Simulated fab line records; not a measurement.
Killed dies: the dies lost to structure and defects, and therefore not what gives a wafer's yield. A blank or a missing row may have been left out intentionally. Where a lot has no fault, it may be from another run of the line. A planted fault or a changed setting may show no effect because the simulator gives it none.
Split-lot trial || flow n5Finfet || 21 wafers read from 7 lots, route of 1938 steps

## THE SPLIT
At N5_BEOL_M7_PECVD_70 (deposits SiO2 from TEOS/O2, target thk 20 nm, time 22.7 s), the setting tempC was moved away from the recipe's 400 C on 7 of the 21 wafers read, by -2.5% to +2.6%. All remaining wafers had this setting at the recipe value.

## FROM THE SPLIT TO THE READING: what the file shows between them, 11 steps
- N5_BEOL_M7_EXPOSE_25: exposes mask V6, target cd 40 nm (also split here: doseMj)
- N5_BEOL_M7_PEB_26: peb time 60 s
- N5_BEOL_M7_DEVELOP_27: develop time 30 s
- N5_BEOL_M7_CD_MEAS_28: target cd 40 nm
- N5_BEOL_M7_DESCUM_33: chemistry O2, time 7 s
- N5_BEOL_M7_ETCH_72: etches underlayer in N2/H2, target depth 6.5 nm, time 5.2 s
- N5_BEOL_M7_ETCH_65: etches SiARC in CF4, target depth 15.6 nm, time 26 s
- N5_BEOL_M7_VIA_ETCH_34: etches SiCOH lowk in C4F6/O2, target depth 125.5 nm, time 50.5 s (also split here: sourceW)
- N5_BEOL_M7_STRIP_76: strips in C4F6/O2
- N5_BEOL_M7_STRIP_36: strips in N2/H2
- N5_BEOL_M7_STRIP_80: strips in N2/H2, time 10 s

## THE READING
SiO2_of_BEOL_M7_PECVD_70.thkNm (the simulator's own value, which no gauge read), in nm, at N5_BEOL_M7_HM_STRIP_39 (strips TiN in peroxide tin strip, target depth 25 nm, time 158 s). The file gives no usual value for it. Here, 14 wafers ran the recipe; their average is 19.8 nm with a standard deviation of 0.27 nm.

{"wafer": "L076.4", "tool, chamber at the split": "pecvd-02, 2,1,2", "tempC as run, C": 400, "against the recipe": "recipe", "SiO2_of_BEOL_M7_PECVD_70.thkNm, nm": 19.6, "against lot-mates on the recipe": "-"}
{"wafer": "L076.5", "tool, chamber at the split": "pecvd-02, 2,1,2", "tempC as run, C": 400, "against the recipe": "recipe", "SiO2_of_BEOL_M7_PECVD_70.thkNm, nm": 19.6, "against lot-mates on the recipe": "-"}
{"wafer": "L076.6", "tool, chamber at the split": "pecvd-02, 2,1,2", "tempC as run, C": 400, "against the recipe": "recipe", "SiO2_of_BEOL_M7_PECVD_70.thkNm, nm": 19.6, "against lot-mates on the recipe": "-"}
{"wafer": "L077.1", "tool, chamber at the split": "pecvd-01, 0", "tempC as run, C": 400, "against the recipe": "recipe", "SiO2_of_BEOL_M7_PECVD_70.thkNm, nm": 20, "against lot-mates on the recipe": "-"}
{"wafer": "L077.2", "tool, chamber at the split": "pecvd-01, 1", "tempC as run, C": 410.1, "against the recipe": "+2.5%", "SiO2_of_BEOL_M7_PECVD_70.thkNm, nm": 19, "against lot-mates on the recipe": -1.2}
{"wafer": "L077.6", "tool, chamber at the split": "pecvd-01, 1", "tempC as run, C": 400, "against the recipe": "recipe", "SiO2_of_BEOL_M7_PECVD_70.thkNm, nm": 20.4, "against lot-mates on the recipe": "-"}
{"wafer": "L084.1", "tool, chamber at the split": "pecvd-04, 0", "tempC as run, C": 393.9, "against the recipe": "-1.5%", "SiO2_of_BEOL_M7_PECVD_70.thkNm, nm": 20.2, "against lot-mates on the recipe": "+0.8"}
{"wafer": "L084.2", "tool, chamber at the split": "pecvd-04, 1", "tempC as run, C": 400, "against the recipe": "recipe", "SiO2_of_BEOL_M7_PECVD_70.thkNm, nm": 19.4, "against lot-mates on the recipe": "-"}
{"wafer": "L084.3", "tool, chamber at the split": "pecvd-04, 2", "tempC as run, C": 393.9, "against the recipe": "-1.5%", "SiO2_of_BEOL_M7_PECVD_70.thkNm, nm": 20.6, "against lot-mates on the recipe": "+1.2"}
{"wafer": "L085.3", "tool, chamber at the split": "pecvd-02, 2,1", "tempC as run, C": 400, "against the recipe": "recipe", "SiO2_of_BEOL_M7_PECVD_70.thkNm, nm": 19.8, "against lot-mates on the recipe": "-"}
{"wafer": "L085.5", "tool, chamber at the split": "pecvd-02, 0", "tempC as run, C": 400, "against the recipe": "recipe", "SiO2_of_BEOL_M7_PECVD_70.thkNm, nm": 20.2, "against lot-mates on the recipe": "-"}
{"wafer": "L085.6", "tool, chamber at the split": "pecvd-02, 2,1", "tempC as run, C": 400, "against the recipe": "recipe", "SiO2_of_BEOL_M7_PECVD_70.thkNm, nm": 19.6, "against lot-mates on the recipe": "-"}
{"wafer": "L090.1", "tool, chamber at the split": "pecvd-04, 0", "tempC as run, C": 390, "against the recipe": "-2.5%", "SiO2_of_BEOL_M7_PECVD_70.thkNm, nm": 21, "against lot-mates on the recipe": "no lot-mate on the recipe"}
{"wafer": "L090.2", "tool, chamber at the split": "pecvd-04, 1", "tempC as run, C": 390, "against the recipe": "-2.5%", "SiO2_of_BEOL_M7_PECVD_70.thkNm, nm": 21.2, "against lot-mates on the recipe": "no lot-mate on the recipe"}
{"wafer": "L090.4", "tool, chamber at the split": "pecvd-04, 1", "tempC as run, C": 390, "against the recipe": "-2.5%", "SiO2_of_BEOL_M7_PECVD_70.thkNm, nm": 21.4, "against lot-mates on the recipe": "no lot-mate on the recipe"}
{"wafer": "L093.3", "tool, chamber at the split": "pecvd-04, 2,0", "tempC as run, C": 400, "against the recipe": "recipe", "SiO2_of_BEOL_M7_PECVD_70.thkNm, nm": 19.8, "against lot-mates on the recipe": "-"}
{"wafer": "L093.6", "tool, chamber at the split": "pecvd-04, 2,0", "tempC as run, C": 400, "against the recipe": "recipe", "SiO2_of_BEOL_M7_PECVD_70.thkNm, nm": 19.8, "against lot-mates on the recipe": "-"}
{"wafer": "L093.5", "tool, chamber at the split": "pecvd-04, 2", "tempC as run, C": 410.5, "against the recipe": "+2.6%", "SiO2_of_BEOL_M7_PECVD_70.thkNm, nm": 18.8, "against lot-mates on the recipe": -1.0}
{"wafer": "L097.1", "tool, chamber at the split": "pecvd-01, 0", "tempC as run, C": 400, "against the recipe": "recipe", "SiO2_of_BEOL_M7_PECVD_70.thkNm, nm": 19.8, "against lot-mates on the recipe": "-"}
{"wafer": "L097.2", "tool, chamber at the split": "pecvd-01, 2", "tempC as run, C": 400, "against the recipe": "recipe", "SiO2_of_BEOL_M7_PECVD_70.thkNm, nm": 20, "against lot-mates on the recipe": "-"}
{"wafer": "L097.5", "tool, chamber at the split": "pecvd-01, 2", "tempC as run, C": 400, "against the recipe": "recipe", "SiO2_of_BEOL_M7_PECVD_70.thkNm, nm": 20.2, "against lot-mates on the recipe": "-"}
The file does not say which wafer passed through which chamber wherever a row lists several chambers: such a row stands for several wafers.

THE FIT
A straight line over all 21 wafers: SiO2_of_BEOL_M7_PECVD_70.thkNm changes by -0.451 nm for each +1% of tempC; r = -0.91; the points scatter about the line by 0.28 nm.
The same after taking each lot's own level away (the mean of its wafers on the recipe; 18 wafers): -0.491 nm for each +1%; r = -0.94; scatter 0.19 nm.
The reading moves by 1.3 nm for the largest change in tempC, on that fit.
Across the lots, their own levels run from 19.40 to 20.20 nm, a range of 2.9 times the standard deviation given above.
Consequently the slope shifts little with the lot-to-lot level, the two slopes agreeing.
Check: with one of the wafers moved furthest among these (+2.6%) left out of the fit, the line predicts -1.41 nm for it against its lot-mates. It came out at -1 nm against them.

## FURTHER SPLITS ON THESE WAFERS
Before the reading, these wafers also passed through other splits. Each is held against what the fit with the lots' levels taken away leaves over:
{"other split on the same wafers": "N5_BEOL_M6_HM_DEP_02 targetThkA", "wafers away from the commonest value": 5, "r with SiO2_of_BEOL_M7_PECVD_70.thkNm (lot level and that fit taken away)": -0.40}
{"other split on the same wafers": "N5_BEOL_M7_EXPOSE_25 doseMj", "wafers away from the commonest value": 5, "r with SiO2_of_BEOL_M7_PECVD_70.thkNm (lot level and that fit taken away)": -0.15}
{"other split on the same wafers": "N5_BEOL_M7_VIA_ETCH_34 sourceW", "wafers away from the commonest value": 11, "r with SiO2_of_BEOL_M7_PECVD_70.thkNm (lot level and that fit taken away)": "+0.06"}

## THE WHOLE CHAIN: every reading that the file lists as answering this split, in the file's order
{"step": "N5_BEOL_M7_PECVD_70", "what it does": "deposits SiO2 from TEOS/O2, target thk 20 nm, time 22.7 s", "reading": "SiO2_of_BEOL_M7_PECVD_70.thkNm (the simulator's own value, which no gauge read)", "change (the file's fit)": "-0.478 nm for each +1% of the setting", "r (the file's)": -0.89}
{"step": "N5_BEOL_M7_HM_STRIP_39", "what it does": "strips TiN in peroxide tin strip, target depth 25 nm, time 158 s", "reading": "SiO2_of_BEOL_M7_PECVD_70.thkNm (the simulator's own value, which no gauge read)", "change (the file's fit)": "-0.46 nm for each +1% of the setting", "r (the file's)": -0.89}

## THE FILE'S OWN FIT
SiO2_of_BEOL_M7_PECVD_70.thkNm changes by -0.46 nm for each +1% of tempC, r = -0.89.
